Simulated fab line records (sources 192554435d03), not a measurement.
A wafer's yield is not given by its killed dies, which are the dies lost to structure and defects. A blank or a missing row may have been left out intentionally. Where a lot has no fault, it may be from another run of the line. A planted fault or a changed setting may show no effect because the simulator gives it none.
fab line records + flow n5_finfet
[record]
- lots = 3
- wafers = 9
- last_day = 18
route steps=1938 shown BEOL_M6@1199 PASSIVATION@1936
lots with no fault: from the same line, run without faults
start_h: hours from the record's opening day to when the first of the lot's shown wafers began + wait_h: how many hours have passed since the lot's step before this one + " repeats the value in the row above + L1.1+2: one row covering several wafers at once + - no value, or no start given + * or withheld: withheld + < > ~ a bound
route shown NAME@n: names a module that has steps shown in the file, with the first one's number in the route + usual: mean/standard deviation of fault-free wafers + same: alike in all rows + chamber/n: place in a boat + sites: each site's reading + _std_site: the standard deviation of these + _edge_site: mean of outer sites minus mean of inner sites + radius_mm: for every site, how far away it sits from the centre of the wafer + mask NAME#n: copy n + behind: the most recent tool/chamber to have shaped the wafer + hold: what put the lot on hold/how long, in hours/how the hold closed + device: which transistor (n, p or np) failed to switch + end of line: the same wafers' tests at the end of the route + a step given without rows: its recipe and nothing more + killed: not the wafer's yield, but the dies lost to structure and defects at the first sort + map: a wafer's dies, marking killed ones x, the rest . and places with no die _
set.NAME: setting as actually run; set.NAME@STEP: the setting as run at that earlier step + model.NAME: the simulator's own value behind a step, which no gauge read
a table for each step, a row for each wafer; lots at some steps of the route
services: the hour from which a tool's chamber was out of use, counted from the record's first day as start_h (under 0 if before that day), plus the number of hours and why
[[steps]]
[step N5_BEOL_M6_COAT_59]
[recipe]
- resist = SOC
- temp_c = 250
- time_s = 60
- spin_rpm = 1500
- resist_thk_nm = 100
[step N5_BEOL_M6_COAT_60]
[recipe]
- resist = SiARC
- temp_c = 220
- time_s = 60
- spin_rpm = 1500
- resist_thk_nm = 35
[step N5_BEOL_M6_COAT_05]
[recipe]
- resist = CAR-ArF
- spin_rpm = 1500
- resist_thk_nm = 90
[step N5_BEOL_M6_EBR_07]
[recipe]
- solvent = PGMEA
- ebr_width_mm = 1.5
[step N5_BEOL_M6_SOFTBAKE_06]
[recipe]
- temp_c = 110
- time_s = 60
- resist = CAR-ArF
[step N5_BEOL_M6_EXPOSE_08]
[recipe]
- mask_id = M6
- na = 1.35
- source_shape = dipole
- sigma_inner = 0.817
- sigma_outer = 0.97
- polarization = te
- dose_mj = 68.25
[step N5_BEOL_M6_PEB_09]
[recipe]
- peb_temp_c = withheld
- peb_time_s = 60
- resist = CAR-ArF
[step N5_BEOL_M6_DEVELOP_10]
[recipe]
- develop_time_s = 30
- developer = TMAH
- resist = CAR-ArF
- rinse_liquid = diw
- dry = air_spin
- dev_temp_c = 23
[step N5_BEOL_M6_DESCUM_16]
[recipe]
- chemistry = O2
- time_s = 7.9
- source_power_w = 50
- bias_power_w = 20
- pressure_mtorr = 20
- rf_frequency_hz = 2.712e+07
- temp_c = 40
- resist = CAR-ArF
- o2_flow_sccm = 225
[step N5_BEOL_M6_ETCH_61]
[recipe]
- chemistry = CF4
- target = SiARC
- target_depth_a = 455
- mask_material = CAR-ArF
- time_s = 75.8
- ion_energy_ev = 80
- pressure_mtorr = 40
- source_w = 545
- bias_w = 36
- Ar_flow_sccm = 100
- cf4_flow_sccm = 100
- ends = cleared
[usual]
- drypump_motor_current_A = 5.5/0.36
- etch_rf_on_time_s = 75.6/1.1
- mfc_ar_sccm = 99.97/0.29
- oes_product_au = 0.69/0.066
- rf_fwd_power_W = 540.0/2
- rf_vpp_V = 184.1/1
- showerhead_plenum_p_Torr = 2.15/0.064
- throttle_valve_pct = 15.60/0.28
| lot.wafer | tool        | chamber | start_h | wait_h | drypump_motor_current_A | etch_rf_on_time_s | mfc_ar_sccm | oes_product_au | rf_fwd_power_W | rf_hours_counter_h | rf_vpp_V | showerhead_plenum_p_Torr | throttle_valve_pct |
|-----------|-------------|---------|---------|--------|-------------------------|-------------------|-------------|----------------|----------------|--------------------|----------|--------------------------|--------------------|
| L681.3    | rie_diel-04 | 3       | 191.47  | 0.0    | 5.5                     | 73.4              | 100.13      | 0.76           | 542.7          | 39                 | 183.8    | 2.18                     | 15.13              |
| L681.4    | "           | 3       | "       | "      | 5.5                     | 74.2              | 99.96       | 0.77           | 538.4          | -                  | 186.0    | 2.18                     | 15.12              |
| L681.6    | "           | 0       | "       | "      | 5.4                     | 74.9              | 99.81       | 0.70           | 543.2          | -                  | 183.7    | 2.25                     | 15.79              |
| L690.1    | rie_diel-04 | 0       | 245.69  | 0.0    | 5.4                     | 74.8              | 99.88       | 0.69           | 540.7          | 87                 | 185.1    | 2.24                     | 15.83              |
| L690.3    | "           | 1       | "       | "      | 5.7                     | 74.6              | 100.15      | 0.77           | 541.3          | 27                 | 184.5    | 2.19                     | 15.40              |
| L690.6    | "           | 1       | "       | "      | 5.7                     | 74.4              | 99.95       | 0.77           | 539.5          | -                  | 184.1    | 2.19                     | 15.39              |
| L700.1    | rie_diel-06 | 2       | 325.68  | 0.0    | 5.0                     | 76.2              | 100.72      | 0.65           | 536.8          | 143                | 183.3    | 2.07                     | 15.88              |
| L700.3    | "           | 0       | "       | "      | 5.5                     | 76.6              | 99.80       | 0.60           | 544.5          | 237                | 184.7    | 2.12                     | 15.65              |
| L700.5    | "           | 1       | "       | "      | 5.3                     | 74.9              | 100.46      | 0.61           | 538.5          | -                  | 182.2    | 2.04                     | 15.99              |
[step N5_BEOL_M6_ETCH_62]
[recipe]
- chemistry = N2/H2
- target = SOC
- target_depth_a = 1100
- overetch_a = 220
- mask_material = SiARC
- temp_c = 40
- time_s = 165
- ion_energy_ev = 200
- pressure_mtorr = 30
- source_w = 840
- bias_w = 150
- n2_flow_sccm = 200
- h2_flow_sccm = 200
[step N5_BEOL_M6_STRIP_68]
[recipe]
- chemistry = N2/H2
- temp_c = 40
- n2_flow_sccm = 200
- h2_flow_sccm = 200
- rf_frequency_hz = 6e+07
[step N5_BEOL_M6_STRIP_67]
[recipe]
- chemistry = CF4
- resist = SiARC
- power_w = 300
- bias_power_w = 75
- pressure_mtorr = 50
- cf4_flow_sccm = 150
- rf_frequency_hz = 6e+07
[step N5_BEOL_M6_HM_OPEN_17]
[recipe]
- chemistry = Cl2/BCl3
- target_depth_a = 200
- overetch_a = 60
- target = TiN
- mask_material = SOC
- ion_energy_ev = 150
- pressure_mtorr = 10
- icp_w = 1000
- bias_w = 126
- Cl2_flow_sccm = 53.25
- bcl3_flow_sccm = 21.75
- Ar_flow_sccm = 25
[step N5_BEOL_M6_STRIP_19]
[recipe]
- chemistry = O2
- power_w = 400
- temp_c = 40
- pressure_mtorr = 30
- rf_frequency_hz = 6e+07
- bias_power_w = 0
- overash_fraction = 0.2
- o2_flow_sccm = 225
[step N5_BEOL_M6_COAT_63]
[recipe]
- resist = SOC
- temp_c = 250
- time_s = 60
- spin_rpm = 1500
- resist_thk_nm = 60
[step N5_BEOL_M6_COAT_64]
[recipe]
- resist = SiARC
- temp_c = 220
- time_s = 60
- spin_rpm = 1500
- resist_thk_nm = 12
[step N5_BEOL_M6_COAT_71]
[recipe]
- resist = underlayer
- temp_c = 205
- time_s = 60
- spin_rpm = 1500
- resist_thk_nm = 5
[step N5_BEOL_M6_COAT_22]
[recipe]
- resist = CAR-EUV
- spin_rpm = 1500
- resist_thk_nm = 30
[step N5_BEOL_M6_EBR_24]
[recipe]
- solvent = PGMEA
- ebr_width_mm = 1.5
[step N5_BEOL_M6_SOFTBAKE_23]
[recipe]
- temp_c = 110
- time_s = 60
- resist = CAR-EUV
[step N5_BEOL_M6_EXPOSE_25]
[recipe]
- mask_id = V5
- na = 0.33
- source_shape = annular
- sigma_inner = 0.4
- sigma_outer = 0.8
- polarization = unpolarized
- target_cd_nm = 40
- dose_mj = 45
[step N5_BEOL_M6_PEB_26]
[recipe]
- peb_temp_c = 100
- peb_time_s = 60
- resist = CAR-EUV
[step N5_BEOL_M6_DEVELOP_27]
[recipe]
- develop_time_s = 30
- developer = TMAH
- resist = CAR-EUV
- rinse_liquid = surfactant_rinse
- dry = air_spin
- dev_temp_c = 23
[step N5_BEOL_M6_INSPECT_30]
[recipe]
- mode = adi
- inspect_instrument = brightfield
[usual]
- raw_defect_count = 417/95
| lot.wafer | tool              | chamber | start_h | wait_h | raw_defect_count |
|-----------|-------------------|---------|---------|--------|------------------|
| L681.3    | defect_inspect-02 | -       | 192.29  | 0.0    | 359              |
| L681.4    | "                 | -       | "       | "      | 322              |
| L681.6    | "                 | -       | "       | "      | 367              |
| L690.1    | defect_inspect-01 | -       | 248.39  | 0.1    | 412              |
| L690.3    | "                 | -       | "       | "      | 739              |
| L690.6    | "                 | -       | "       | "      | 787              |
| L700.1    | defect_inspect-01 | -       | 331.09  | 0.1    | 243              |
| L700.3    | "                 | -       | "       | "      | 369              |
| L700.5    | "                 | -       | "       | "      | 336              |
[step N5_BEOL_M6_DESCUM_33]
[recipe]
- chemistry = O2
- time_s = 7
- source_power_w = 50
- bias_power_w = 20
- pressure_mtorr = 20
- rf_frequency_hz = 2.712e+07
- temp_c = 40
- resist = CAR-EUV
- o2_flow_sccm = 225
[step N5_PASSIVATION_PROBE_49]
[usual]
- defect_limited_yield = 91.4/1.6
- killed_at_M0_to_M3 = 34/12
- killed_at_M4_up = 13/5.2
- killed_at_contacts = 11/5.5
- killed_at_front_end = 40/13
- killed_at_other = 3.4/2.7
- killed_dies = 102/19
- killed_on_rim = 13/4.3
- killed_open = 66/15
- killed_short = 33/7.9
- sort_bin_5_function = 5.1/1.1
- sort_bin_6_memory = 3.2/0.7
- sort_n_pass = 1078/19
- sort_yield_pct = 91.4/1.6
[same]
- gross_dies = 1180
- killed_at_back_side = 0
- sort_bin_4_leakage[%] = 0
- sort_bin_8_speed[%] = 0
| lot.wafer | tool      | chamber | start_h | wait_h | defect_limited_yield[%] | killed_at_M0_to_M3 | killed_at_M4_up | killed_at_contacts | killed_at_front_end | killed_at_other | killed_dies | killed_on_rim | killed_open | killed_short | sort_bin_5_function[%] | sort_bin_6_memory[%] | sort_n_pass | sort_yield_pct[%] |
|-----------|-----------|---------|---------|--------|-------------------------|--------------------|-----------------|--------------------|---------------------|-----------------|-------------|---------------|-------------|--------------|------------------------|----------------------|-------------|-------------------|
| L690.3    | prober-02 | -       | 341.70  | 0.1    | 85.3                    | 64                 | 63              | 13                 | 32                  | 1               | 173         | 26            | 77          | 44           | 9.2                    | 4.2                  | 1007        | 85.3              |
| L690.6    | prober-02 | -       | 341.85  | 0.3    | 86.9                    | 31                 | 62              | 21                 | 36                  | 4               | 154         | 26            | 76          | 30           | 8.1                    | 3.9                  | 1026        | 86.9              |
// killed by level:class
L690.3 BEOL_M6:unspecified=52 BEOL_M0_SAQP:geometric_particle:short=20 BEOL_M2:geometric_particle:open=20 BEOL_M0_SAQP:geometric_particle:open=14 MOL_CONTACT_COAG:geometric_particle:open=13 FIN_SAQP:geometric_particle:short=10 BEOL_M4:geometric_particle:open=7 STI_FIN_REVEAL:geometric_particle:open=6
L690.6 BEOL_M6:unspecified=47 MOL_CONTACT_COAG:geometric_particle:open=18 BEOL_M0_SAQP:geometric_particle:open=11 FIN_SAQP:geometric_particle:open=10 BEOL_M4:geometric_particle:open=9 BEOL_M3:geometric_particle:open=9 FIN_SAQP:geometric_particle:short=5 GATE_CUT:geometric_particle:open=5
// map L690.3 (x killed, . not)
_________________xx..........________________
______________......x...x......._____________
___________.................xx.....__________
__________............x..xx........._________
________......xx.............x........_______
_______........x.............x.........______
______................xx.x.......x......_____
_____........................x..x....x...____
____x....x..x.......xx.....x..x...x.x.x...___
___xx............x.........................__
___.........x...............x.....x...x..x.__
__....x...............x............xx...xx.._
__...x.......x.........x............x......._
_...........x...............x........x.......
_..x..x.........................x............
_.xx....x..........x..x..x....x....xx...x....
_..............x.x.............xx...x........
_.............x....x.............x...........
_x..x..x....x..x......x....x................x
_..........................x.................
_.......x...........x...x...................x
__.....x..........x..x.......x.............._
__x.......x.x..........x...................._
___..x................x.................x..__
___.......x...x.............x....x.....x...__
____...x...x...x.................x....x...___
_____....x.x.xxxx.............x..x.......____
______..x..xx..x....x..x..............x._____
_______..xxxxxxxx.x...x.............x..______
________.xxxxxxxxx.x.................x_______
__________xxxxxxxxx.x........x......_________
___________xxxxxxx.x...............__________
______________xxxx.x.x..x......._____________
_________________xx..x.......________________
// map L681.4 (x killed, . not)
_________________............________________
______________.................._____________
___________.x...............x......__________
__________.........................._________
________.......x.........x..x........._______
_______................................______
______......x....x..........x..........._____
_____.......x............................____
____........x.............................___
___..x.x.........x.........................__
___..x.............x............x..........__
__.........................................._
__.........................................._
_..........x.....x......xx................x..
_...............................x......x.....
_............x...............................
_.......x...............x......xx........x.x.
_........................................x...
_................x....xx...............xx....
_.......x..x...............x.................
_............................................
__......................x.........x........._
__x....x..........x........................._
___...x.....x....x...............x.........__
___.x...x.........................x.x.x....__
____..............x...x.....x......x......___
_____x......x....x............x...x...x..____
______....................x.....x......._____
_______.x....x........................x______
________....x...x............xx.....x._______
__________.......x.......x.......xx._________
___________.x.......x.x............__________
______________....x............._____________
_________________.x..........________________
[[services]]
| tool        | chamber | start_h | hours | kind                          |
|-------------|---------|---------|-------|-------------------------------|
| rie_diel-06 | 3       | 226.21  | 11.0  | repair                        |
| rie_diel-06 | 3       | 311.90  | -     | clean                         |
| rie_diel-06 | 3       | 311.90  | -     | consumable_replace:focus_ring |
| rie_diel-06 | 3       | 311.90  | 18.8  | scheduled_down                |
| rie_diel-06 | 3       | 311.90  | 18.8  | vent_cycle                    |
[[key]]
[first_sign]
- step = N5_BEOL_M6_INSPECT_30
- reading = raw_defect_count
- direction = up
- sigmas = 3.6
- usual = 417
- struck = 763
[effect]
- step = N5_PASSIVATION_PROBE_49
- reading = killed_at_M4_up
- direction = up
- sigmas = 9.5
- usual = 13
- struck = 62
[more_kills_born_at]
- N5_BEOL_M6_ETCH_61@rie_diel-04 = 99
met_at N5_BEOL_M6_ETCH_61
struck_wafers L690.3,L690.6
[fault]
- kind = chamber_particle_source
- tool = rie_diel-04
- chamber = 1
- onset_h = 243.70
- steps = N5_BEOL_M6_ETCH_61
- rate_per_visit_cm2 = 0.46532
- end_h = 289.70
